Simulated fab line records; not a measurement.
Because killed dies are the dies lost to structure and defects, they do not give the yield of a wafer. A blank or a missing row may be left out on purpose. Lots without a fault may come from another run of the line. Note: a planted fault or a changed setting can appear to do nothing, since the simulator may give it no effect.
Comparing a struck lot with a sound one | flow n5_finfet | 19 out of 1938 route steps
Sound: wafers L439.4, L439.5, L439.6. Wafers struck: L450.1, L450.2, L450.6. The cause comes at the end.
Per side, at each step with rows, come the tool, then ch with its chambers, and then its first start. Under that, the readings that differ: sound wafers | struck wafers | difference of the means | sigmas: that difference in standard deviations of wafers without a fault.
alike: words and numbers the same on both sides, and readings whose means are apart by under 2 such deviations; not compared: readings that were withheld, readings missing a value for some wafer, numbers with overlapping values and no deviation given by the record, and bounds like >300 which may hide the same value.
Wherever a step has rows on one side only, a row that says differs or no value, or a row with sigmas, the two part there. Numbers that don't overlap but have no deviation are shown without sigmas and don't part them. A reading missing from all wafers of one side parts the sides only when that side holds two or more wafers.

first, 2 steps without rows for these wafers: N5_BEOL_M3_STRIP_65 (strips in N2/H2); N5_BEOL_M3_STRIP_75 (strips in N2/H2).
N5_BEOL_M3_STRIP_66: strips in CF4.
  sound on rie_diel-02 ch 0,1,3, day 7 00:50; struck on rie_diel-03 ch 2,3, day 10 00:36
  alike: drypump_motor_current_A, oes_product_au, rf_fwd_power_W, rf_vpp_V, showerhead_plenum_p_Torr, throttle_valve_pct
  not compared: rf_hours_counter_h
N5_BEOL_M3_HM_OPEN_17: chemistry Cl2/BCl3, target TiN, target depth 20 nm, overetch 6 nm.
  sound on rie_metal-03 ch 0,1, day 7 00:55; struck on rie_metal-01 ch 0,1, day 10 00:38
  alike: drypump_motor_current_A, oes_product_au, rf_fwd_power_W, throttle_valve_pct
  not compared: rf_hours_counter_h
N5_BEOL_M3_STRIP_19: strips in O2.
  sound on rie_diel-03 ch 0,3, day 7 00:59; struck on rie_diel-05 ch 1,2, day 10 00:49
  alike: drypump_motor_current_A, oes_product_au, rf_vpp_V, showerhead_plenum_p_Torr, throttle_valve_pct
  not compared: rf_hours_counter_h
N5_BEOL_M3_CD_MEAS_18: pitch 36 nm, target cd 18 nm.
  sound on cd_sem-03, day 7 01:04; struck on cd_sem-03, day 10 00:53
  alike: cd_nm
then, 6 steps without rows for these wafers: N5_BEOL_M3_COAT_67 (time 60 s, resist thk 60 nm); N5_BEOL_M3_COAT_68 (time 60 s, resist thk 12 nm); N5_BEOL_M3_COAT_76 (time 60 s, resist thk 5 nm); N5_BEOL_M3_COAT_22 (resist thk 30 nm); N5_BEOL_M3_EBR_24; N5_BEOL_M3_SOFTBAKE_23 (time 60 s).
N5_BEOL_M3_EXPOSE_25: exposes mask V2, defocus 5 nm.
  sound on euv_scanner-01 ch 0, day 7 01:17; struck on euv_scanner-01 ch 0, day 10 01:11
  reading              | sound             | struck            | difference | sigmas
  exposure_dose_mJ_cm2 | 62.95 63.02 62.97 | 66.39 66.43 66.40 | +3.43      | +59
  alike: mask
then, 2 steps without rows for these wafers: N5_BEOL_M3_PEB_26 (peb time 60 s); N5_BEOL_M3_DEVELOP_27 (develop time 30 s).
N5_BEOL_M3_CD_MEAS_28: target cd 25.7 nm, target cd y 23.3 nm.
  sound on cd_sem-02 ch 0, day 7 01:25; struck on cd_sem-03 ch 0, day 10 01:20
  reading    | sound             | struck            | difference | sigmas
  cd_nm (nm) | 25.94 25.84 25.87 | 26.37 26.49 26.72 | +0.64      | +3
N5_BEOL_M3_OVL_MEAS_29:
  sound on overlay-02 ch 0, day 7 01:27; struck on overlay-01 ch 0, day 10 01:22
  alike: V2_OVL
N5_BEOL_M4_RC_MEAS_101:
  sound on prober-02 ch 0, day 8 00:20; struck on prober-02 ch 0, day 10 20:58
  alike: DIBL_N, DIBL_P, IOFF_N, IOFF_P, ION_N, ION_P, SS_N, SS_P, VT_N, VT_P
following that, these wafers have no rows for 1 step: N5_PASSIVATION_PROBE_49.

== WHERE THEY PART ==
First at N5_BEOL_M3_EXPOSE_25; last, within this record, at N5_BEOL_M3_CD_MEAS_28. Later steps at which nothing parts them and some readings are alike: N5_BEOL_M3_OVL_MEAS_29, N5_BEOL_M4_RC_MEAS_101.

WHY: what had been put in by the simulator
Drift in process parameters on euv_scanner-01 at N5_BEOL_M3_EXPOSE_25, starting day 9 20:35. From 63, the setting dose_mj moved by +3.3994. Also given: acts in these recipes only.
